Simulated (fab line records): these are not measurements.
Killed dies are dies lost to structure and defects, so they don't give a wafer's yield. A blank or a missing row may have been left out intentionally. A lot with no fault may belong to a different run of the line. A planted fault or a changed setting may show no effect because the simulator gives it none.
Matching of chambers ; flow n5Finfet ; N5_HKMG_FIN_CVD_62 on thermalCvdSi-01: 3 sister chambers
The step deposits a-Si from Si2H6, target thk 3 nm, time 20.8 s. 6 wafers are shown with their chamber, then 12 later ones without.

== WAFERS WITH THEIR CHAMBER ==
wafer;chamber;heaterPowerW (W);heaterPowerOuterW (W)
L085.3;2;1138;718
L087.2;2;1158;743
L087.3;1;1573;1123
L089.2;0;1535;1121
L089.4;0;1565;1157
L089.6;1;1605;1072

== WAFERS WITH NO CHAMBER GIVEN ==
wafer;heaterPowerW (W);heaterPowerOuterW (W)
L091.1;1543;1107
L091.2;1624;1081
L091.4;1517;1127
L093.1;1517;1135
L093.5;1122;706
L093.6;1556;1136
L095.2;1155;728
L095.3;1511;1116
L095.5;1533;1114
L097.1;1537;1128
L097.2;1162;719
L097.4;1618;1070

== THE CHAMBER EACH PASSED THROUGH ==
wafer;from the rows above;in truth
L091.1;can't be placed: 0 or 1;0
L091.2;1;1
L091.4;0;0
L093.1;0;0
L093.5;2;2
L093.6;can't be placed: 0 or 1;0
L095.2;2;2
L095.3;can't be placed: 0 or 1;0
L095.5;can't be placed: 0 or 1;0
L097.1;0;0
L097.2;2;2
L097.4;1;1
Correct placement for 8 of the 12. Not placeable from these rows: 4 (in 4, the candidates include the true chamber). Number placed wrongly: 0.
How it was worked out, from the rows above alone: a wafer's distance from a chamber is the root of the sum, over the readings, of the square of ((its reading less the chamber's mean) divided by the reading's scatter). The wafer belongs to the nearest chamber; if the next one is less than 2 further off, it can't be placed. The mean given for a chamber averages the wafers shown for that chamber. The scatter: take each reading less its chamber's mean, square it, sum over the shown wafers, divide by the number of wafers less the number of chambers, and take the root.
